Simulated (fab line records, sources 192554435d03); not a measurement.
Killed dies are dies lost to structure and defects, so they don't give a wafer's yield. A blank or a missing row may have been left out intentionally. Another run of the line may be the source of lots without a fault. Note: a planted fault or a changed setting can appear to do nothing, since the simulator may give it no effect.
The tool behind it: which one? || flow n5 finfet || 14 lots, 42 wafers sampled, at 5 steps of a route of 1938

== WHAT THE GAUGES READ, wafer by wafer ==
N5_BEOL_M4_RC_MEAS_101.
{"lot": "L404", "measured": "day 8 20:54", "on": "prober-02", "DIBL_N (mV/V)": "36.8 36.7 37.8", "DIBL_P (mV/V)": "37.8 36.2 37.1", "IOFF_N (nA/um)": "0.15 0.15 0.17", "IOFF_P (nA/um)": "0.27 0.24 0.25", "ION_N (uA/um)": "664 649 666", "ION_P (uA/um)": "466 462 466", "SS_N (mV/dec)": "71.3 71.9 71.1", "SS_P (mV/dec)": "73.3 73.0 73.1", "VT_N (mV)": "252 251 249", "VT_P (mV)": "-245 -247 -244"}
{"lot": "L405", "measured": "day 8 17:02", "on": "prober-01", "DIBL_N (mV/V)": "37.0 37.6 38.1", "DIBL_P (mV/V)": "37.2 38.0 38.1", "IOFF_N (nA/um)": "0.15 0.16 0.16", "IOFF_P (nA/um)": "0.19 0.21 0.20", "ION_N (uA/um)": "652 668 663", "ION_P (uA/um)": "448 462 453", "SS_N (mV/dec)": "70.9 71.8 71.5", "SS_P (mV/dec)": "74.1 74.3 73.8", "VT_N (mV)": "251 252 252", "VT_P (mV)": "-257 -253 -253"}
{"lot": "L406", "measured": "day 9 03:10", "on": "prober-01", "DIBL_N (mV/V)": "38.6 36.9 35.1", "DIBL_P (mV/V)": "39.4 39.0 35.2", "IOFF_N (nA/um)": "0.20 0.18 0.14", "IOFF_P (nA/um)": "0.29 0.29 0.21", "ION_N (uA/um)": "679 689 664", "ION_P (uA/um)": "469 474 464", "SS_N (mV/dec)": "71.8 72.1 71.2", "SS_P (mV/dec)": "74.3 73.9 73.3", "VT_N (mV)": "247 249 252", "VT_P (mV)": "-246 -246 -248"}
{"lot": "L410", "measured": "day 10 04:57", "on": "prober-01", "DIBL_N (mV/V)": "38.6 37.5 37.1", "DIBL_P (mV/V)": "38.0 36.6 36.7", "IOFF_N (nA/um)": "0.19 0.17 0.18", "IOFF_P (nA/um)": "0.27 0.22 0.23", "ION_N (uA/um)": "674 670 677", "ION_P (uA/um)": "464 459 463", "SS_N (mV/dec)": "72.3 71.8 72.2", "SS_P (mV/dec)": "73.7 74.0 73.6", "VT_N (mV)": "248 249 248", "VT_P (mV)": "-247 -250 -246"}
{"lot": "L415", "measured": "day 11 09:43", "on": "prober-01", "DIBL_N (mV/V)": "33.2 34.9 34.9", "DIBL_P (mV/V)": "33.8 38.0 36.9", "IOFF_N (nA/um)": "0.11 0.13 0.14", "IOFF_P (nA/um)": "0.13 0.19 0.17", "ION_N (uA/um)": "658 650 664", "ION_P (uA/um)": "451 451 457", "SS_N (mV/dec)": "71.9 71.8 71.5", "SS_P (mV/dec)": "72.2 72.7 72.2", "VT_N (mV)": "258 258 252", "VT_P (mV)": "-257 -253 -254"}
{"lot": "L416", "measured": "day 11 01:46", "on": "prober-01", "DIBL_N (mV/V)": "37.2 36.7 38.8", "DIBL_P (mV/V)": "38.2 37.3 38.7", "IOFF_N (nA/um)": "0.17 0.16 0.20", "IOFF_P (nA/um)": "0.24 0.22 0.25", "ION_N (uA/um)": "681 685 680", "ION_P (uA/um)": "473 474 455", "SS_N (mV/dec)": "71.6 71.9 72.4", "SS_P (mV/dec)": "73.7 72.7 73.4", "VT_N (mV)": "248 249 246", "VT_P (mV)": "-249 -252 -249"}
{"lot": "L417", "measured": "day 12 08:14", "on": "prober-02", "DIBL_N (mV/V)": "35.2 37.9 34.6", "DIBL_P (mV/V)": "35.0 37.9 33.6", "IOFF_N (nA/um)": "0.13 0.17 0.12", "IOFF_P (nA/um)": "0.18 0.23 0.17", "ION_N (uA/um)": "657 667 660", "ION_P (uA/um)": "453 461 456", "SS_N (mV/dec)": "71.4 72.0 70.8", "SS_P (mV/dec)": "72.7 74.2 73.7", "VT_N (mV)": "254 251 253", "VT_P (mV)": "-254 -250 -256"}
{"lot": "L418", "measured": "day 11 17:25", "on": "prober-01", "DIBL_N (mV/V)": "38.2 37.9 35.0", "DIBL_P (mV/V)": "39.2 39.5 36.4", "IOFF_N (nA/um)": "0.21 0.21 0.15", "IOFF_P (nA/um)": "0.25 0.25 0.21", "ION_N (uA/um)": "688 679 662", "ION_P (uA/um)": "465 465 457", "SS_N (mV/dec)": "72.6 72.9 71.8", "SS_P (mV/dec)": "74.0 73.4 73.9", "VT_N (mV)": "247 246 248", "VT_P (mV)": "-244 -249 -252"}
{"lot": "L421", "measured": "day 12 16:11", "on": "prober-01", "DIBL_N (mV/V)": "36.1 39.8 37.8", "DIBL_P (mV/V)": "35.9 38.9 37.5", "IOFF_N (nA/um)": "0.16 0.24 0.20", "IOFF_P (nA/um)": "0.25 0.30 0.28", "ION_N (uA/um)": "672 697 695", "ION_P (uA/um)": "468 479 473", "SS_N (mV/dec)": "71.8 72.4 71.5", "SS_P (mV/dec)": "73.7 74.4 73.8", "VT_N (mV)": "247 243 245", "VT_P (mV)": "-246 -243 -244"}
{"lot": "L423", "measured": "day 13 10:24", "on": "prober-02", "DIBL_N (mV/V)": "38.9 36.9 35.1", "DIBL_P (mV/V)": "36.3 34.8 33.3", "IOFF_N (nA/um)": "0.19 0.15 0.13", "IOFF_P (nA/um)": "0.25 0.23 0.20", "ION_N (uA/um)": "672 674 666", "ION_P (uA/um)": "465 463 462", "SS_N (mV/dec)": "73.1 71.7 71.1", "SS_P (mV/dec)": "74.1 74.1 73.0", "VT_N (mV)": "250 251 253", "VT_P (mV)": "-247 -249 -250"}
{"lot": "L425", "measured": "day 13 14:08", "on": "prober-01", "DIBL_N (mV/V)": "36.7 35.1 38.2", "DIBL_P (mV/V)": "34.9 32.2 36.6", "IOFF_N (nA/um)": "0.18 0.14 0.19", "IOFF_P (nA/um)": "0.25 0.20 0.27", "ION_N (uA/um)": "682 667 673", "ION_P (uA/um)": "472 464 466", "SS_N (mV/dec)": "71.2 71.7 72.0", "SS_P (mV/dec)": "73.7 72.9 73.8", "VT_N (mV)": "246 253 248", "VT_P (mV)": "-246 -249 -245"}
{"lot": "L426", "measured": "day 13 22:05", "on": "prober-01", "DIBL_N (mV/V)": "36.4 37.4 34.4", "DIBL_P (mV/V)": "37.4 38.7 35.7", "IOFF_N (nA/um)": "0.16 0.17 0.12", "IOFF_P (nA/um)": "0.24 0.25 0.21", "ION_N (uA/um)": "676 677 664", "ION_P (uA/um)": "469 467 467", "SS_N (mV/dec)": "71.2 70.5 71.0", "SS_P (mV/dec)": "73.3 73.9 72.7", "VT_N (mV)": "247 249 255", "VT_P (mV)": "-245 -247 -249"}

== TOOL THAT RAN EACH LOT (tool first, then ch and the chambers of the sampled wafers, then the start) ==
{"lot": "L404", "N5_HKMG_FIN_NWFM_ALD_20": "ald metal-02 ch 0,1,3, day 4 10:55", "N5_HKMG_FIN_ALD_21": "ald metal-04 ch 0,1,2, day 4 12:16", "N5_HKMG_FIN_CMP_94": "cmp-02 ch 1,2, day 4 13:18", "N5_GATE_CUT_VAPOR_ETCH_60": "rie metal-01 ch 0,1, day 4 13:47"}
{"lot": "L405", "N5_HKMG_FIN_NWFM_ALD_20": "ald metal-04 ch 0,1,2, day 4 17:23", "N5_HKMG_FIN_ALD_21": "ald metal-02 ch 0,1,3, day 4 18:34", "N5_HKMG_FIN_CMP_94": "cmp-03 ch 0,1,3, day 4 19:40", "N5_GATE_CUT_VAPOR_ETCH_60": "rie metal-02 ch 0, day 4 20:20"}
{"lot": "L406", "N5_HKMG_FIN_NWFM_ALD_20": "ald metal-04 ch 0,2,3, day 4 23:40", "N5_HKMG_FIN_ALD_21": "ald metal-02 ch 1,2,3, day 5 00:52", "N5_HKMG_FIN_CMP_94": "cmp-03 ch 0,1,3, day 5 01:55", "N5_GATE_CUT_VAPOR_ETCH_60": "rie metal-02 ch 0, day 5 02:38"}
{"lot": "L407", "N5_HKMG_FIN_NWFM_ALD_20": "ald metal-04 ch 1,3, day 5 07:14", "N5_HKMG_FIN_ALD_21": "ald metal-03 ch 1,3, day 5 08:34", "N5_HKMG_FIN_CMP_94": "cmp-02 ch 0,1, day 5 09:35", "N5_GATE_CUT_VAPOR_ETCH_60": "-"}
{"lot": "L408", "N5_HKMG_FIN_NWFM_ALD_20": "ald metal-02 ch 0,1,2, day 5 16:19", "N5_HKMG_FIN_ALD_21": "ald metal-04 ch 1,2,3, day 5 17:53", "N5_HKMG_FIN_CMP_94": "cmp-03 ch 1,2,3, day 5 18:54", "N5_GATE_CUT_VAPOR_ETCH_60": "-"}
{"lot": "L410", "N5_HKMG_FIN_NWFM_ALD_20": "ald metal-03 ch 0,2,3, day 6 00:50", "N5_HKMG_FIN_ALD_21": "ald metal-02 ch 1,3, day 6 02:08", "N5_HKMG_FIN_CMP_94": "cmp-02 ch 1,3, day 6 03:09", "N5_GATE_CUT_VAPOR_ETCH_60": "rie metal-03 ch 1, day 6 03:40"}
{"lot": "L415", "N5_HKMG_FIN_NWFM_ALD_20": "ald metal-04 ch 1,2, day 7 08:12", "N5_HKMG_FIN_ALD_21": "ald metal-04 ch 2,3, day 7 09:43", "N5_HKMG_FIN_CMP_94": "cmp-02 ch 1,2, day 7 10:43", "N5_GATE_CUT_VAPOR_ETCH_60": "rie metal-03 ch 0,1, day 7 11:14"}
{"lot": "L416", "N5_HKMG_FIN_NWFM_ALD_20": "ald metal-02 ch 0,1,3, day 7 11:41", "N5_HKMG_FIN_ALD_21": "ald metal-04 ch 1,2,3, day 7 12:52", "N5_HKMG_FIN_CMP_94": "cmp-03 ch 0,2,3, day 7 13:58", "N5_GATE_CUT_VAPOR_ETCH_60": "rie metal-02 ch 0,1, day 7 14:23"}
{"lot": "L417", "N5_HKMG_FIN_NWFM_ALD_20": "ald metal-02 ch 0,2,3, day 7 21:59", "N5_HKMG_FIN_ALD_21": "ald metal-02 ch 1,2,3, day 7 23:23", "N5_HKMG_FIN_CMP_94": "cmp-02 ch 1,2,3, day 8 00:28", "N5_GATE_CUT_VAPOR_ETCH_60": "rie metal-01 ch 0,1, day 8 00:56"}
{"lot": "L418", "N5_HKMG_FIN_NWFM_ALD_20": "ald metal-03 ch 1,2,3, day 8 01:29", "N5_HKMG_FIN_ALD_21": "ald metal-02 ch 0,2,3, day 8 02:49", "N5_HKMG_FIN_CMP_94": "cmp-01 ch 1,2, day 8 03:56", "N5_GATE_CUT_VAPOR_ETCH_60": "rie metal-01 ch 0,1, day 8 04:26"}
{"lot": "L421", "N5_HKMG_FIN_NWFM_ALD_20": "ald metal-03 ch 1,2,3, day 8 18:51", "N5_HKMG_FIN_ALD_21": "ald metal-04 ch 0,2,3, day 8 20:02", "N5_HKMG_FIN_CMP_94": "cmp-01 ch 0,1,3, day 8 21:02", "N5_GATE_CUT_VAPOR_ETCH_60": "rie metal-03 ch 0,1, day 8 21:33"}
{"lot": "L423", "N5_HKMG_FIN_NWFM_ALD_20": "ald metal-04 ch 2,3, day 9 08:46", "N5_HKMG_FIN_ALD_21": "ald metal-04 ch 0,1,3, day 9 09:59", "N5_HKMG_FIN_CMP_94": "cmp-02 ch 0,1,3, day 9 11:05", "N5_GATE_CUT_VAPOR_ETCH_60": "rie metal-02 ch 0,1, day 9 11:30"}
{"lot": "L425", "N5_HKMG_FIN_NWFM_ALD_20": "ald metal-02 ch 1,2,3, day 9 17:57", "N5_HKMG_FIN_ALD_21": "ald metal-04 ch 1,2,3, day 9 19:12", "N5_HKMG_FIN_CMP_94": "cmp-02 ch 0,1,3, day 9 20:13", "N5_GATE_CUT_VAPOR_ETCH_60": "rie metal-03 ch 0,1, day 9 20:43"}
{"lot": "L426", "N5_HKMG_FIN_NWFM_ALD_20": "ald metal-02 ch 0,1,3, day 10 01:14", "N5_HKMG_FIN_ALD_21": "ald metal-04 ch 2,3, day 10 02:25", "N5_HKMG_FIN_CMP_94": "cmp-02 ch 2,3, day 10 03:26", "N5_GATE_CUT_VAPOR_ETCH_60": "rie metal-03 ch 0,1, day 10 03:56"}
- N5_HKMG_FIN_NWFM_ALD_20: deposits TiAlC, target thk 2 nm, pulse time 3 s, purge time 2 s.
- N5_HKMG_FIN_ALD_21: deposits TiN, target thk 1.5 nm, pulse time 1 s, purge time 3 s.
- N5_HKMG_FIN_CMP_94: polishes, stops on SiNx, t overpolish 4.7 s, target thk 43.299 nm.
- N5_GATE_CUT_VAPOR_ETCH_60: etches HfO2 in BCl3/Cl2.

== WHAT THE TOOLS THEMSELVES READ (means of the sampled wafers that have a number; where no wafer has one, the mark that the record gives instead) ==
N5_HKMG_FIN_NWFM_ALD_20.
{"lot": "L404", "tool": "ald metal-02", "heater power w (W)": 425, "precursor pulse height rel": 1.003}
{"lot": "L405", "tool": "ald metal-04", "heater power w (W)": 494, "precursor pulse height rel": 1.009}
{"lot": "L406", "tool": "ald metal-04", "heater power w (W)": 478, "precursor pulse height rel": 0.992}
{"lot": "L407", "tool": "ald metal-04", "heater power w (W)": 452, "precursor pulse height rel": 0.995}
{"lot": "L408", "tool": "ald metal-02", "heater power w (W)": 464, "precursor pulse height rel": 0.999}
{"lot": "L410", "tool": "ald metal-03", "heater power w (W)": 545, "precursor pulse height rel": 1.001}
{"lot": "L415", "tool": "ald metal-04", "heater power w (W)": 480, "precursor pulse height rel": 0.994}
{"lot": "L416", "tool": "ald metal-02", "heater power w (W)": 424, "precursor pulse height rel": 0.979}
{"lot": "L417", "tool": "ald metal-02", "heater power w (W)": 456, "precursor pulse height rel": 0.996}
{"lot": "L418", "tool": "ald metal-03", "heater power w (W)": 508, "precursor pulse height rel": 1.001}
{"lot": "L421", "tool": "ald metal-03", "heater power w (W)": 515, "precursor pulse height rel": 1.012}
{"lot": "L423", "tool": "ald metal-04", "heater power w (W)": 473, "precursor pulse height rel": 0.994}
{"lot": "L425", "tool": "ald metal-02", "heater power w (W)": 453, "precursor pulse height rel": 1.016}
{"lot": "L426", "tool": "ald metal-02", "heater power w (W)": 430, "precursor pulse height rel": 0.996}

N5_HKMG_FIN_ALD_21.
{"lot": "L404", "tool": "ald metal-04", "heater power w (W)": 872, "precursor pulse height rel": 1.015}
{"lot": "L405", "tool": "ald metal-02", "heater power w (W)": 766, "precursor pulse height rel": 0.989}
{"lot": "L406", "tool": "ald metal-02", "heater power w (W)": 793, "precursor pulse height rel": 0.980}
{"lot": "L407", "tool": "ald metal-03", "heater power w (W)": 932, "precursor pulse height rel": 0.988}
{"lot": "L408", "tool": "ald metal-04", "heater power w (W)": 849, "precursor pulse height rel": 0.992}
{"lot": "L410", "tool": "ald metal-02", "heater power w (W)": 749, "precursor pulse height rel": 1.010}
{"lot": "L415", "tool": "ald metal-04", "heater power w (W)": 844, "precursor pulse height rel": 0.999}
{"lot": "L416", "tool": "ald metal-04", "heater power w (W)": 827, "precursor pulse height rel": 1.003}
{"lot": "L417", "tool": "ald metal-02", "heater power w (W)": 817, "precursor pulse height rel": 1.024}
{"lot": "L418", "tool": "ald metal-02", "heater power w (W)": 818, "precursor pulse height rel": 0.998}
{"lot": "L421", "tool": "ald metal-04", "heater power w (W)": 855, "precursor pulse height rel": 1.022}
{"lot": "L423", "tool": "ald metal-04", "heater power w (W)": 836, "precursor pulse height rel": 0.999}
{"lot": "L425", "tool": "ald metal-04", "heater power w (W)": 830, "precursor pulse height rel": 1.002}
{"lot": "L426", "tool": "ald metal-04", "heater power w (W)": 810, "precursor pulse height rel": 0.996}

N5_HKMG_FIN_CMP_94.
{"lot": "L404", "tool": "cmp-02", "edge zone pressure frac": 0.995, "head pressure psi (psi)": 4.007, "motor current A (A)": 12.2}
{"lot": "L405", "tool": "cmp-03", "edge zone pressure frac": 1.005, "head pressure psi (psi)": 3.999, "motor current A (A)": 11.2}
{"lot": "L406", "tool": "cmp-03", "edge zone pressure frac": 1.002, "head pressure psi (psi)": 4.006, "motor current A (A)": 11.2}
{"lot": "L407", "tool": "cmp-02", "edge zone pressure frac": "-", "head pressure psi (psi)": "-", "motor current A (A)": "-"}
{"lot": "L408", "tool": "cmp-03", "edge zone pressure frac": "-", "head pressure psi (psi)": "-", "motor current A (A)": "-"}
{"lot": "L410", "tool": "cmp-02", "edge zone pressure frac": 1.004, "head pressure psi (psi)": 4.003, "motor current A (A)": 11.3}
{"lot": "L415", "tool": "cmp-02", "edge zone pressure frac": 1.000, "head pressure psi (psi)": 3.995, "motor current A (A)": 11.5}
{"lot": "L416", "tool": "cmp-03", "edge zone pressure frac": 1.000, "head pressure psi (psi)": 3.998, "motor current A (A)": 11.3}
{"lot": "L417", "tool": "cmp-02", "edge zone pressure frac": 1.001, "head pressure psi (psi)": 3.998, "motor current A (A)": 11.8}
{"lot": "L418", "tool": "cmp-01", "edge zone pressure frac": 0.991, "head pressure psi (psi)": 4.000, "motor current A (A)": 12.4}
{"lot": "L421", "tool": "cmp-01", "edge zone pressure frac": 1.003, "head pressure psi (psi)": 3.997, "motor current A (A)": 12.8}
{"lot": "L423", "tool": "cmp-02", "edge zone pressure frac": 1.002, "head pressure psi (psi)": 4.003, "motor current A (A)": 11.8}
{"lot": "L425", "tool": "cmp-02", "edge zone pressure frac": 1.004, "head pressure psi (psi)": 3.996, "motor current A (A)": 12.1}
{"lot": "L426", "tool": "cmp-02", "edge zone pressure frac": 1.000, "head pressure psi (psi)": 3.998, "motor current A (A)": 11.9}

N5_GATE_CUT_VAPOR_ETCH_60.
{"lot": "L404", "tool": "rie metal-01", "drypump motor current A (A)": 6.4, "he backside leak sccm (sccm)": 3.4, "oes product au (a.u.)": 0.64}
{"lot": "L405", "tool": "rie metal-02", "drypump motor current A (A)": 5.9, "he backside leak sccm (sccm)": 3.7, "oes product au (a.u.)": 0.69}
{"lot": "L406", "tool": "rie metal-02", "drypump motor current A (A)": 5.9, "he backside leak sccm (sccm)": 3.5, "oes product au (a.u.)": 0.68}
{"lot": "L410", "tool": "rie metal-03", "drypump motor current A (A)": 6.5, "he backside leak sccm (sccm)": 3.5, "oes product au (a.u.)": 0.88}
{"lot": "L415", "tool": "rie metal-03", "drypump motor current A (A)": 5.8, "he backside leak sccm (sccm)": 3.5, "oes product au (a.u.)": 0.78}
{"lot": "L416", "tool": "rie metal-02", "drypump motor current A (A)": 6.1, "he backside leak sccm (sccm)": 3.7, "oes product au (a.u.)": 0.73}
{"lot": "L417", "tool": "rie metal-01", "drypump motor current A (A)": 6.4, "he backside leak sccm (sccm)": 3.5, "oes product au (a.u.)": 0.62}
{"lot": "L418", "tool": "rie metal-01", "drypump motor current A (A)": 6.5, "he backside leak sccm (sccm)": 3.6, "oes product au (a.u.)": 0.61}
{"lot": "L421", "tool": "rie metal-03", "drypump motor current A (A)": 6.1, "he backside leak sccm (sccm)": 3.5, "oes product au (a.u.)": 0.81}
{"lot": "L423", "tool": "rie metal-02", "drypump motor current A (A)": 6.3, "he backside leak sccm (sccm)": 3.7, "oes product au (a.u.)": 0.76}
{"lot": "L425", "tool": "rie metal-03", "drypump motor current A (A)": 5.8, "he backside leak sccm (sccm)": 3.6, "oes product au (a.u.)": 0.76}
{"lot": "L426", "tool": "rie metal-03", "drypump motor current A (A)": 6.1, "he backside leak sccm (sccm)": 3.6, "oes product au (a.u.)": 0.80}

== THE ANSWER, worked out from the rows above alone ==
Rule: what is usual is taken from the lots themselves. Put in order of their means at a reading, lots are off if they are a third of the lots or fewer, leave a main group of 4 or more, and stand apart from it by a gap of 3 or more times the standard deviation of the main group's means; of several such gaps the widest counts. The tables above print the reading to a certain number of digits; a main group whose means all agree to those digits is not used. Also off: a lot with no number at a reading for which 4 or more lots have one. The other lots that the step has rows for count as sound. Order of review: gauges by route order, followed by the tools' own readings, for which a lot's mean as printed above is used. At the first step where some lot is off, the reading lying furthest off is the one used; lots without a number count as furthest.
Off, at N5_HKMG_FIN_CMP_94 on edge zone pressure frac: L407, L408. Without a number there: L407, L408. The main group: mean 1.001, standard deviation 0.0038.
If a tool, at that step or one of the process steps before it, ran each lot that is off and ran no sound lot following the first of them, it fits. No candidate that was tried fits.

== WHAT THE SIMULATOR HAD INSERTED ==
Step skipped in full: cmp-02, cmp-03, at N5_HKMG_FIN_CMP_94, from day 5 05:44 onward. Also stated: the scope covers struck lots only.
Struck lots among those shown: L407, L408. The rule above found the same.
